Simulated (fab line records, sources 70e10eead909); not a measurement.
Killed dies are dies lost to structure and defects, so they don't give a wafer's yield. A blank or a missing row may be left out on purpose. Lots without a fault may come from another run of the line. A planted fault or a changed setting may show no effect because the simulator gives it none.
Which tool did it? | flow nand_harc | 24 lots, 72 wafers sampled, at 6 steps of a route of 1302

WHAT THE GAUGES READ, wafer by wafer
NHARC_A_CONTACT_OVL_MEAS_70. Usual: overlay_x_nm -0.3 nm, standard deviation 0.81; overlay_y_nm -0.1 nm, standard deviation 0.76.
lot  | measured     | on         | overlay_x_nm (nm) | overlay_y_nm (nm) | flag
L075 | day 22 14:46 | overlay-01 | -1.6 -1.6 -1.9    | 0.2 0.2 0.8       |
L076 | day 22 12:28 | overlay-02 | -0.2 -1.0 -0.7    | -0.7 0.1 0.2      |
L077 | day 22 17:58 | overlay-02 | -0.3 -0.4 -0.8    | 0.6 1.6 0.9       |
L074 | day 23 01:37 | overlay-01 | -1.5 -1.2 -1.0    | -0.2 -0.5 -0.2    |
L078 | day 23 11:59 | overlay-02 | -0.4 -0.1 -0.1    | 0.2 -0.1 -0.3     |
L079 | day 23 17:26 | overlay-02 | -0.7 -0.8 -0.4    | -0.1 0.5 0.1      |
L080 | day 23 17:55 | overlay-01 | -1.7 -1.5 -1.0    | 0.2 0.2 -0.1      |
L081 | day 24 12:57 | overlay-02 | 0.4 0.1 -0.1      | 0.3 -0.9 -0.3     |
L082 | day 24 22:09 | overlay-02 | 0.0 0.2 -0.7      | -0.4 -1.0 -0.7    |
L083 | day 25 10:56 | overlay-01 | 0.5 0.0 0.4       | 0.0 -0.4 0.2      |
L086 | day 25 23:49 | overlay-01 | -0.5 -0.8 -1.3    | -0.3 -0.6 -0.6    |
L085 | day 26 07:29 | overlay-01 | 1.3 1.4 1.0       | 1.0 0.7 1.1       |
L084 | day 25 22:56 | overlay-01 | 0.3 0.5 0.2       | 0.0 -0.5 -0.5     |
L087 | day 26 20:28 | overlay-01 | -1.5 -1.3 -0.8    | -1.8 -2.0 -1.9    |
L089 | day 27 18:14 | overlay-02 | 0.3 0.2 0.1       | -0.1 0.2 -0.2     |
L088 | day 27 19:19 | overlay-02 | 0.9 0.7 1.2       | -1.4 -1.3 -0.7    |
L090 | day 28 12:19 | overlay-02 | -1.4 -1.2 -1.0    | -1.0 -1.6 -1.3    |
L091 | day 28 11:19 | overlay-02 | 0.7 0.1 -0.2      | 0.2 0.0 -0.3      |
L093 | day 29 12:44 | overlay-01 | -0.2 -0.4 -0.6    | -1.2 -0.9 -0.7    |
L092 | day 29 05:11 | overlay-01 | 0.9 0.3 0.9       | 0.0 0.2 -0.1      |
L095 | day 30 11:39 | overlay-02 | -0.7 -0.8 -0.6    | 0.4 -0.5 0.9      |
L094 | day 30 09:14 | overlay-02 | 0.1 -0.6 -0.4     | -0.5 -0.9 -0.7    |
L096 | day 30 16:20 | overlay-02 | 1.6 0.9 1.2       | 0.2 0.5 0.7       |
L097 | day 31 09:50 | overlay-01 | -0.5 0.1 -0.1     | 0.9 0.8 1.7       |

WHICH TOOL RAN EACH LOT (tool, then ch and the chambers of the sampled wafers, then the start)
lot  | NHARC_A_SGD_CUT_STRIP_17                      | NHARC_A_SLIT_DEP_25             | NHARC_A_WL_FILL_ALD_19              | NHARC_A_WL_FILL_CMP_12        | NHARC_A_CONTACT_ETCH_51
L075 | rie_diel-03 ch 0,2,3, day 20 05:45 or earlier | pecvd-02 ch 0,1,2, day 20 05:45 | ald_metal-01 ch 2,3, day 21 19:16   | cmp-02 ch 0,1,2, day 21 19:41 | rie_diel-06 ch 1,2,3, day 22 14:46 or earlier
L076 | rie_diel-09 ch 0,1,3, day 20 05:35 or earlier | pecvd-01 ch 0,1, day 20 05:35   | ald_metal-02 ch 0,1,3, day 21 19:15 | cmp-03 ch 0,2,3, day 21 19:38 | rie_diel-11 ch 0,2,3, day 22 12:28 or earlier
L077 | rie_diel-13 ch 0,2, day 20 05:47 or earlier   | pecvd-01 ch 0,1,2, day 20 05:47 | ald_metal-02 ch 1,2, day 21 23:57   | cmp-03 ch 0,3, day 22 00:23   | rie_diel-11 ch 0,1, day 22 17:58 or earlier
L074 | rie_diel-09 ch 0,1,3, day 20 12:55 or earlier | pecvd-02 ch 0,1, day 20 12:55   | ald_metal-03 ch 0,3, day 22 04:59   | cmp-02 ch 0,1,2, day 22 05:23 | rie_diel-06 ch 0,2,3, day 23 01:37 or earlier
L078 | rie_diel-13 ch 0,1, day 20 22:41 or earlier   | pecvd-01 ch 0,1, day 20 22:41   | ald_metal-03 ch 0,2,3, day 22 12:46 | cmp-02 ch 1,2,3, day 22 13:08 | rie_diel-08 ch 0,2,3, day 23 11:59 or earlier
L079 | rie_diel-03 ch 0,3, day 21 11:35 or earlier   | pecvd-01 ch 0,1,2, day 21 11:35 | ald_metal-02 ch 1,2,3, day 22 22:49 | cmp-03 ch 1,3, day 22 23:14   | rie_diel-11 ch 1,2,3, day 23 17:26 or earlier
L080 | rie_diel-13 ch 0,2,3, day 21 12:02 or earlier | pecvd-02 ch 0,2, day 21 12:02   | ald_metal-03 ch 0,1, day 22 22:51   | cmp-04 ch 1,2, day 22 23:14   | rie_diel-11 ch 0,3, day 23 17:55 or earlier
L081 | rie_diel-03 ch 1,2,3, day 22 06:03 or earlier | pecvd-02 ch 0,2, day 22 06:03   | ald_metal-02 ch 0,1,2, day 23 17:24 | cmp-02 ch 0,1,3, day 23 17:46 | rie_diel-11 ch 1,2, day 24 12:57 or earlier
L082 | rie_diel-09 ch 0,2,3, day 22 16:38 or earlier | pecvd-02 ch 1,2, day 22 16:38   | ald_metal-01 ch 0,2,3, day 24 04:42 | cmp-04 ch 0,1,3, day 24 05:08 | rie_diel-08 ch 1,2,3, day 24 22:09 or earlier
L083 | rie_diel-03 ch 0,1,3, day 23 06:08 or earlier | pecvd-01 ch 1,2, day 23 06:08   | ald_metal-01 ch 0,1,3, day 24 17:42 | cmp-03 ch 0,2,3, day 24 18:04 | rie_diel-06 ch 0,1, day 25 10:56 or earlier
L086 | rie_diel-09 ch 0,1, day 23 17:18 or earlier   | pecvd-04 ch 0,1,2, day 23 17:18 | ald_metal-03 ch 2,3, day 25 05:47   | cmp-03 ch 0,3, day 25 06:10   | rie_diel-11 ch 0,1,2, day 25 23:49 or earlier
L085 | rie_diel-03 ch 0,2,3, day 23 17:18 or earlier | pecvd-02 ch 0,1,2, day 23 17:18 | ald_metal-01 ch 2,3, day 25 11:05   | cmp-04 ch 1,2,3, day 25 11:29 | rie_diel-06 ch 1,2,3, day 26 07:29 or earlier
L084 | rie_diel-13 ch 0,1,3, day 23 17:04 or earlier | pecvd-02 ch 0,1,2, day 23 17:04 | ald_metal-02 ch 0,1,3, day 25 05:46 | cmp-04 ch 0,2,3, day 25 06:09 | rie_diel-06 ch 0,1,3, day 25 22:56 or earlier
L087 | rie_diel-13 ch 0,1,2, day 24 09:12 or earlier | pecvd-01 ch 0,2, day 24 09:12   | ald_metal-03 ch 0,2,3, day 26 01:43 | cmp-03 ch 0,2, day 26 02:05   | rie_diel-11 ch 2,3, day 26 20:28 or earlier
L089 | rie_diel-03 ch 0,2,3, day 25 07:52 or earlier | pecvd-04 ch 0,1, day 25 07:52   | ald_metal-02 ch 0,2,3, day 26 23:26 | cmp-03 ch 1,2,3, day 26 23:49 | rie_diel-11 ch 0,1,3, day 27 18:14 or earlier
L088 | rie_diel-13 ch 0,2,3, day 25 07:46 or earlier | pecvd-01 ch 1,2, day 25 07:46   | ald_metal-03 ch 0,1, day 27 02:26   | cmp-03 ch 0,3, day 27 02:47   | rie_diel-08 ch 0,3, day 27 19:19 or earlier
L090 | rie_diel-09 ch 0,2,3, day 25 23:02 or earlier | pecvd-01 ch 0,1, day 25 23:02   | ald_metal-02 ch 0,2,3, day 27 15:38 | cmp-02 ch 0,1,2, day 27 16:11 | rie_diel-11 ch 0,1,3, day 28 12:19 or earlier
L091 | rie_diel-13 ch 0,1,3, day 25 22:50 or earlier | pecvd-01 ch 1,2, day 25 22:50   | ald_metal-01 ch 1,2,3, day 27 15:37 | cmp-04 ch 1,2,3, day 27 16:00 | rie_diel-11 ch 0,1,3, day 28 11:19 or earlier
L093 | rie_diel-13 ch 1,2,3, day 26 22:53 or earlier | pecvd-01 ch 0,1,2, day 26 22:53 | ald_metal-01 ch 0,1,2, day 28 13:19 | cmp-02 ch 2,3, day 28 13:38   | rie_diel-11 ch 2,3, day 29 12:44 or earlier
L092 | rie_diel-03 ch 0,2,3, day 26 22:49 or earlier | pecvd-02 ch 0,1, day 26 22:49   | ald_metal-01 ch 0,1, day 28 09:25   | cmp-04 ch 0,1,3, day 28 09:49 | rie_diel-11 ch 0,1, day 29 05:11 or earlier
L095 | rie_diel-13 ch 0,2,3, day 28 02:05 or earlier | pecvd-02 ch 1,2, day 28 02:05   | ald_metal-03 ch 1,2,3, day 29 16:28 | cmp-02 ch 0,1,2, day 29 16:49 | rie_diel-11 ch 0,1,2, day 30 11:39 or earlier
L094 | rie_diel-09 ch 0,3, day 28 02:27 or earlier   | pecvd-01 ch 0,1, day 28 02:27   | ald_metal-02 ch 1,2,3, day 29 16:26 | cmp-04 ch 0,1,2, day 29 16:49 | rie_diel-08 ch 0,1,2, day 30 09:14 or earlier
L096 | rie_diel-03 ch 0,1,2, day 28 02:23 or earlier | pecvd-04 ch 0,1, day 28 02:23   | ald_metal-02 ch 1,2,3, day 29 19:37 | cmp-04 ch 0,3, day 29 19:57   | rie_diel-11 ch 0,1,3, day 30 16:20 or earlier
L097 | rie_diel-09 ch 1,2, day 29 00:37 or earlier   | pecvd-04 ch 1,2, day 29 00:37   | ald_metal-03 ch 0,2, day 30 16:20   | cmp-03 ch 0,2,3, day 30 16:44 | rie_diel-06 ch 1,3, day 31 09:50 or earlier
- NHARC_A_SGD_CUT_STRIP_17: strips in O2.
- NHARC_A_SLIT_DEP_25: deposits SiO2, target thk 200 nm.
- NHARC_A_WL_FILL_ALD_19: deposits TiN, target thk 2 nm, pulse time 3 s, ald cycles 100.
- NHARC_A_WL_FILL_CMP_12: polishes, t overpolish 30 s, target thk 100 nm.
- NHARC_A_CONTACT_ETCH_51: etches the open film in O2/COS, target depth 7000 nm, time 1820 s.

WHAT THE TOOLS THEMSELVES READ (means of the sampled wafers that have a number; where no wafer has one, the mark that the record gives instead)
NHARC_A_SGD_CUT_STRIP_17. Usual: chamber_pressure_mTorr 60.00 mTorr, standard deviation 0.056; drypump_motor_current_A 5.7 A, standard deviation 0.35; oes_product_au 1.000 a.u., standard deviation 0.0085; rf_vpp_V 57.8 V, standard deviation 0.88; showerhead_plenum_p_Torr 3.46 Torr, standard deviation 0.13; throttle_valve_pct 17.037 %, standard deviation 0.0096.
lot  | tool        | chamber_pressure_mTorr (mTorr) | drypump_motor_current_A (A) | oes_product_au (a.u.) | rf_vpp_V (V) | showerhead_plenum_p_Torr (Torr) | throttle_valve_pct (%) | flag
L075 | rie_diel-03 | 60.02                          | 5.6                         | 1.004                 | 57.8         | 3.52                            | 17.034                 |
L076 | rie_diel-09 | 60.04                          | 5.7                         | 0.992                 | 58.1         | 3.39                            | 17.037                 |
L077 | rie_diel-13 | 60.02                          | 5.4                         | 0.997                 | 57.9         | 3.36                            | 17.042                 |
L074 | rie_diel-09 | 60.02                          | 5.7                         | 0.993                 | 57.3         | 3.39                            | 17.046                 |
L078 | rie_diel-13 | 60.01                          | 6.1                         | 0.990                 | 58.0         | 3.36                            | 17.041                 |
L079 | rie_diel-03 | 60.00                          | 5.4                         | 1.000                 | 58.0         | 3.48                            | 17.035                 |
L080 | rie_diel-13 | 60.02                          | 5.4                         | 1.001                 | 58.1         | 3.45                            | 17.038                 |
L081 | rie_diel-03 | 59.95                          | 5.8                         | 0.998                 | 57.6         | 3.46                            | 17.037                 |
L082 | rie_diel-09 | 60.00                          | 5.8                         | 1.005                 | 57.9         | 3.51                            | 17.035                 |
L083 | rie_diel-03 | 59.98                          | 5.6                         | 0.996                 | 58.6         | 3.42                            | 17.031                 |
L086 | rie_diel-09 | 59.99                          | 5.9                         | 1.002                 | 57.6         | 3.48                            | 17.034                 |
L085 | rie_diel-03 | 59.98                          | 5.6                         | 1.005                 | 57.8         | 3.51                            | 17.038                 |
L084 | rie_diel-13 | 60.00                          | 5.8                         | 0.994                 | 58.5         | 3.42                            | 17.026                 |
L087 | rie_diel-13 | 60.00                          | 5.7                         | 0.996                 | 56.8         | 3.38                            | 17.044                 |
L089 | rie_diel-03 | 60.03                          | 5.6                         | 0.997                 | 58.2         | 3.51                            | 17.051                 |
L088 | rie_diel-13 | 60.03                          | 5.5                         | 0.998                 | 58.4         | 3.44                            | 17.038                 |
L090 | rie_diel-09 | 59.93                          | 5.8                         | 1.010                 | 57.3         | 3.50                            | 17.032                 |
L091 | rie_diel-13 | 59.99                          | 5.8                         | 0.998                 | 57.6         | 3.41                            | 17.033                 |
L093 | rie_diel-13 | 59.97                          | 5.7                         | 1.000                 | 58.3         | 3.46                            | 17.040                 |
L092 | rie_diel-03 | 59.98                          | 5.6                         | 1.003                 | 58.0         | 3.51                            | 17.027                 |
L095 | rie_diel-13 | 60.03                          | 5.5                         | 0.992                 | 58.0         | 3.44                            | 17.042                 |
L094 | rie_diel-09 | 60.04                          | 6.0                         | 0.998                 | 57.2         | 3.45                            | 17.040                 |
L096 | rie_diel-03 | 59.99                          | 5.6                         | 1.006                 | 57.1         | 3.47                            | 17.043                 |
L097 | rie_diel-09 | 60.04                          | 5.5                         | 1.002                 | 58.6         | 3.58                            | 17.027                 |

NHARC_A_SLIT_DEP_25. Usual: heater_power_w 577 W, standard deviation 88; throttle_valve_pct 15.9 %, standard deviation 0.59.
lot  | tool     | heater_power_w (W) | throttle_valve_pct (%) | flag
L075 | pecvd-02 | 553                | 15.7                   |
L076 | pecvd-01 | 664                | 15.6                   |
L077 | pecvd-01 | 602                | 15.9                   |
L074 | pecvd-02 | 559                | 15.7                   |
L078 | pecvd-01 | 699                | 15.8                   |
L079 | pecvd-01 | 647                | 16.0                   |
L080 | pecvd-02 | 464                | 16.2                   |
L081 | pecvd-02 | 556                | 16.0                   |
L082 | pecvd-02 | 438                | 16.1                   |
L083 | pecvd-01 | 636                | 16.1                   |
L086 | pecvd-04 | 559                | 16.2                   |
L085 | pecvd-02 | 546                | 16.2                   |
L084 | pecvd-02 | 496                | 16.3                   |
L087 | pecvd-01 | 676                | 15.6                   |
L089 | pecvd-04 | 517                | 15.5                   |
L088 | pecvd-01 | 623                | 15.9                   |
L090 | pecvd-01 | 623                | 15.4                   |
L091 | pecvd-01 | 586                | 16.1                   |
L093 | pecvd-01 | 686                | 15.7                   |
L092 | pecvd-02 | 541                | 15.9                   |
L095 | pecvd-02 | 501                | 15.7                   |
L094 | pecvd-01 | 635                | 15.6                   |
L096 | pecvd-04 | 585                | 16.0                   |
L097 | pecvd-04 | 520                | 15.1                   |

NHARC_A_WL_FILL_ALD_19. Usual: heater_power_w 1112 W, standard deviation 130; precursor_pulse_height_rel 0.996, standard deviation 0.02.
lot  | tool         | heater_power_w (W) | precursor_pulse_height_rel | flag
L075 | ald_metal-01 | 1228               | 0.998                      |
L076 | ald_metal-02 | 1060               | 0.995                      |
L077 | ald_metal-02 | 1121               | 0.999                      |
L074 | ald_metal-03 | 996                | 0.999                      |
L078 | ald_metal-03 | 1061               | 0.983                      |
L079 | ald_metal-02 | 1129               | 1.006                      |
L080 | ald_metal-03 | 1017               | 1.003                      |
L081 | ald_metal-02 | 1083               | 1.018                      |
L082 | ald_metal-01 | 1253               | 1.027                      |
L083 | ald_metal-01 | 1216               | 0.986                      |
L086 | ald_metal-03 | 1081               | 0.993                      |
L085 | ald_metal-01 | 1322               | 0.994                      |
L084 | ald_metal-02 | 1074               | 0.989                      |
L087 | ald_metal-03 | 1042               | 1.023                      |
L089 | ald_metal-02 | 1162               | 0.992                      |
L088 | ald_metal-03 | 989                | 0.990                      |
L090 | ald_metal-02 | 1175               | 0.990                      |
L091 | ald_metal-01 | 1204               | 0.975                      |
L093 | ald_metal-01 | 1148               | 1.002                      |
L092 | ald_metal-01 | 1121               | 0.982                      |
L095 | ald_metal-03 | 1080               | 1.001                      |
L094 | ald_metal-02 | 1079               | 1.011                      |
L096 | ald_metal-02 | 1101               | 0.997                      |
L097 | ald_metal-03 | 1005               | 0.989                      |

NHARC_A_WL_FILL_CMP_12. Usual: motor_current_A 11.9 A, standard deviation 1.2; overpolish_run_s 30.000 s, standard deviation 0.0089; time_to_endpoint_s 20.6 s, standard deviation 2.8.
lot  | tool   | motor_current_A (A) | overpolish_run_s (s) | time_to_endpoint_s (s) | flag
L075 | cmp-02 | 12.0                | 29.997               | 22.3                   |
L076 | cmp-03 | 11.8                | 30.002               | 19.8                   |
L077 | cmp-03 | 11.1                | 30.000               | 21.0                   |
L074 | cmp-02 | 11.9                | 29.998               | 21.7                   |
L078 | cmp-02 | 12.5                | 29.998               | 22.9                   |
L079 | cmp-03 | 10.3                | 30.003               | 20.9                   |
L080 | cmp-04 | 12.0                | 30.005               | 22.9                   |
L081 | cmp-02 | 13.0                | 29.996               | 23.1                   |
L082 | cmp-04 | 12.1                | 30.006               | 19.1                   |
L083 | cmp-03 | 11.8                | 29.992               | 20.0                   |
L086 | cmp-03 | 10.8                | 29.994               | 18.8                   |
L085 | cmp-04 | 12.6                | 29.996               | 20.9                   |
L084 | cmp-04 | 11.6                | 30.000               | 20.5                   |
L087 | cmp-03 | 12.6                | 29.997               | 21.6                   |
L089 | cmp-03 | 11.0                | 30.006               | 18.0                   |
L088 | cmp-03 | 11.2                | 29.997               | 19.3                   |
L090 | cmp-02 | 12.1                | 29.995               | 19.3                   |
L091 | cmp-04 | 11.9                | 30.011               | 19.6                   |
L093 | cmp-02 | 12.1                | 29.990               | 24.4                   |
L092 | cmp-04 | 11.7                | 30.004               | 20.5                   |
L095 | cmp-02 | 11.9                | 29.998               | 19.7                   |
L094 | cmp-04 | 12.1                | 29.995               | 18.5                   |
L096 | cmp-04 | 11.4                | 29.996               | 18.6                   |
L097 | cmp-03 | 12.2                | 30.010               | 23.7                   |

NHARC_A_CONTACT_ETCH_51. Usual: chamber_pressure_mTorr 20.001 mTorr, standard deviation 0.016; drypump_motor_current_A 5.9 A, standard deviation 0.33; oes_product_au 1.002 a.u., standard deviation 0.01; rf_vpp_V 312.8 V, standard deviation 1.4; showerhead_plenum_p_Torr 3.03 Torr, standard deviation 0.083; throttle_valve_pct 28.332 %, standard deviation 0.0099.
lot  | tool        | chamber_pressure_mTorr (mTorr) | drypump_motor_current_A (A) | oes_product_au (a.u.) | rf_vpp_V (V) | showerhead_plenum_p_Torr (Torr) | throttle_valve_pct (%) | flag
L075 | rie_diel-06 | 19.988                         | 6.1                         | 0.994                 | 313.4        | 3.06                            | 28.329                 |
L076 | rie_diel-11 | 20.002                         | 5.9                         | 1.007                 | 312.7        | 2.99                            | 28.326                 |
L077 | rie_diel-11 | 19.993                         | 5.9                         | 1.001                 | 312.7        | 3.03                            | 28.330                 |
L074 | rie_diel-06 | 20.024                         | 6.0                         | 0.995                 | 314.1        | 3.13                            | 28.337                 |
L078 | rie_diel-08 | 20.006                         | 5.4                         | 1.002                 | 312.8        | 3.04                            | 28.339                 |
L079 | rie_diel-11 | 19.996                         | 5.9                         | 1.003                 | 312.8        | 3.04                            | 28.323                 |
L080 | rie_diel-11 | 20.015                         | 6.0                         | 0.996                 | 312.2        | 2.96                            | 28.328                 |
L081 | rie_diel-11 | 20.007                         | 5.8                         | 1.002                 | 313.0        | 3.05                            | 28.350                 |
L082 | rie_diel-08 | 20.000                         | 5.6                         | 1.000                 | 312.1        | 3.05                            | 28.335                 |
L083 | rie_diel-06 | 20.008                         | 5.6                         | 1.008                 | 313.7        | 3.13                            | 28.335                 |
L086 | rie_diel-11 | 19.992                         | 5.8                         | 0.996                 | 313.6        | 3.00                            | 28.332                 |
L085 | rie_diel-06 | 19.991                         | 6.1                         | 1.005                 | 313.3        | 3.05                            | 28.333                 |
L084 | rie_diel-06 | 19.995                         | 5.7                         | 0.999                 | 314.0        | 3.13                            | 28.337                 |
L087 | rie_diel-11 | 20.021                         | 5.9                         | 1.011                 | 312.9        | 3.00                            | 28.332                 |
L089 | rie_diel-11 | 19.997                         | 6.0                         | 1.004                 | 312.2        | 3.01                            | 28.329                 |
L088 | rie_diel-08 | 20.012                         | 5.4                         | 1.007                 | 310.7        | 2.97                            | 28.340                 |
L090 | rie_diel-11 | 19.993                         | 6.0                         | 1.002                 | 312.6        | 3.00                            | 28.330                 |
L091 | rie_diel-11 | 20.008                         | 6.0                         | 1.011                 | 312.0        | 3.00                            | 28.331                 |
L093 | rie_diel-11 | 20.017                         | 5.9                         | 1.009                 | 312.3        | 3.00                            | 28.329                 |
L092 | rie_diel-11 | 19.987                         | 5.9                         | 1.007                 | 311.5        | 2.96                            | 28.332                 |
L095 | rie_diel-11 | 19.985                         | 5.8                         | 1.007                 | 311.9        | 2.99                            | 28.336                 |
L094 | rie_diel-08 | 19.991                         | 5.4                         | 1.004                 | 313.4        | 3.09                            | 28.329                 |
L096 | rie_diel-11 | 20.005                         | 6.0                         | 0.992                 | 312.5        | 3.00                            | 28.335                 |
L097 | rie_diel-06 | 20.013                         | 5.9                         | 1.001                 | 313.1        | 3.04                            | 28.342                 |

THE ANSWER, worked out from the rows above alone
Rule: a lot is off if the mean of its wafers that have a number lies more than 3 standard deviations from the usual mean. A lot without any number at a reading at which 4 lots or more have one is off too. The other lots that the step has rows for count as sound. The gauges are gone through in route order, then the tools' own readings, and for those a lot's mean is taken as printed above. The first step at which some lot is off is used, and at that step the reading that is off furthest; a lot without a number counts as furthest.
No lot is off at any reading shown: from this, nothing can be told.

WHAT THE SIMULATOR HAD PUT IN
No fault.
